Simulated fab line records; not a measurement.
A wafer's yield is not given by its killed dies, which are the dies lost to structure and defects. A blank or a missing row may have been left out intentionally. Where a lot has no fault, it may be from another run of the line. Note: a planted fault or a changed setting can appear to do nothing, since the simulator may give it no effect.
A struck lot beside a sound one || flow nand-harc || 17 steps out of a route of 1159
Sound: the wafers L437.1, L437.3, L437.4. Wafers L447.1, L447.2, L447.4 were the ones struck. The cause is given at the end.
At each step with rows: each side's tool, then ch and its chambers, then its first start. Under that, the readings that differ: sound wafers || struck wafers || difference of the means || sigmas: that difference in standard deviations of wafers without a fault.
alike: same words and numbers on both sides, and readings whose means sit less than 2 such deviations apart. not compared: any withheld reading, any reading some wafer has no value for, any bound like >300 that may hide the same value, and any number with overlapping values for which the record gives no deviation.
The two part at a step that has a row with sigmas, a row that says differs or no value, or rows on one side only. When numbers do not overlap yet have no deviation, they are printed without sigmas and do not part them. A reading missing from all wafers of one side parts the sides only when that side holds two or more wafers.

first, 1 step without rows for these wafers: NHARC_A_SGD_CUT_ETCH_26 (etches SiO2 in dHF, target depth 45.8 nm).
NHARC_A_SGD_CUT_ETCHBACK_24: etches the open film in CH3F/O2, target depth 50 nm, time 92.857 s.
  sound on rie-diel-03 ch 2,3, day 16 04:35; struck on rie-diel-04 ch 0,1,2, day 18 09:11
  alike: drypump-motor-current-A, oes-product-au, rf-vpp-V, showerhead-plenum-p-Torr, throttle-valve-pct
  not compared: rf-hours-counter-h
NHARC_A_SGD_CUT_STRIP_28: strips in O2, time 20 s.
  sound on rie-diel-03 ch 1,2,3, day 16 04:48; struck on rie-diel-04 ch 1,2,3
  alike: drypump-motor-current-A, oes-product-au, rf-vpp-V, showerhead-plenum-p-Torr, throttle-valve-pct
  not compared: rf-hours-counter-h
NHARC_A_SGD_CUT_INSPECT_25:
  sound on defect-inspect-01, day 16 04:55; struck on defect-inspect-01, day 18 09:26
  alike: raw-defect-count
NHARC_A_SLIT_DEP_25: deposits SiO2, target thk 200 nm.
  sound on pecvd-03 ch 0,1,2, day 16 04:59; struck on pecvd-03 ch 0,1,2, day 18 09:32
  alike: chamber-pressure-Torr, heater-power-w, throttle-valve-pct
NHARC_A_SLIT_DEP_00: deposits aC, target thk 3200 nm.
  sound on acl-dep-01 ch 0, day 16 06:00; struck on acl-dep-03 ch 0, day 18 12:05
  alike: throttle-valve-pct
NHARC_A_SLIT_DEP_23: deposits SiON, target thk 100 nm.
  sound on pecvd-03 ch 0,1,2, day 16 08:02; struck on pecvd-03 ch 0,1,2, day 18 14:07
  alike: chamber-pressure-Torr, heater-power-w
then, 5 steps without rows for these wafers: NHARC_A_SLIT_DEHYDRATE_01 (time 120 s); NHARC_A_SLIT_HMDS_02 (time 30 s); NHARC_A_SLIT_COAT_03 (resist thk 90 nm); NHARC_A_SLIT_SOFTBAKE_04 (time 55 s); NHARC_A_SLIT_EBR_05.
NHARC_A_SLIT_EXPOSE_06: exposes mask SLIT.
  sound on arfi-scanner-03 ch 0, day 16 08:32; struck on arfi-scanner-02 ch 0, day 18 14:31
{"reading": "exposure-dose-mJ-cm2", "sound": "60.90 60.85 60.82", "struck": "65.48 65.52 65.53", "difference": "+4.65", "sigmas": "+74"}
  alike: mask
then, 2 steps without rows for these wafers: NHARC_A_SLIT_PEB_07 (peb time 65 s); NHARC_A_SLIT_DEVELOP_08 (develop time 35 s).
NHARC_A_SLIT_CD_MEAS_09 targets a cd of 300 nm.
  sound on cd-sem-01 ch 0, day 16 08:41; struck on cd-sem-01 ch 0, day 18 14:39
{"reading": "cd-nm (nm)", "sound": "300.9 299.9 300.7", "struck": "304.0 303.5 304.4", "difference": "+3.5", "sigmas": "+6"}
NHARC_A_SLIT_OVL_MEAS_10:
  sound on overlay-02, day 16 08:46; struck on overlay-01, day 18 14:44
  alike: overlay-x-nm, overlay-y-nm

WHERE THEY PART
First at NHARC_A_SLIT_EXPOSE_06; last, within this record, at NHARC_A_SLIT_CD_MEAS_09. Later steps at which nothing parts them and some readings are alike: NHARC_A_SLIT_OVL_MEAS_10.

WHY: what the simulator had put in
Process parameter drift: arfi-scanner-02, from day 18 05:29 on, at NHARC_A_SLIT_EXPOSE_06. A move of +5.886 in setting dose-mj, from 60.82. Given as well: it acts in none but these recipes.
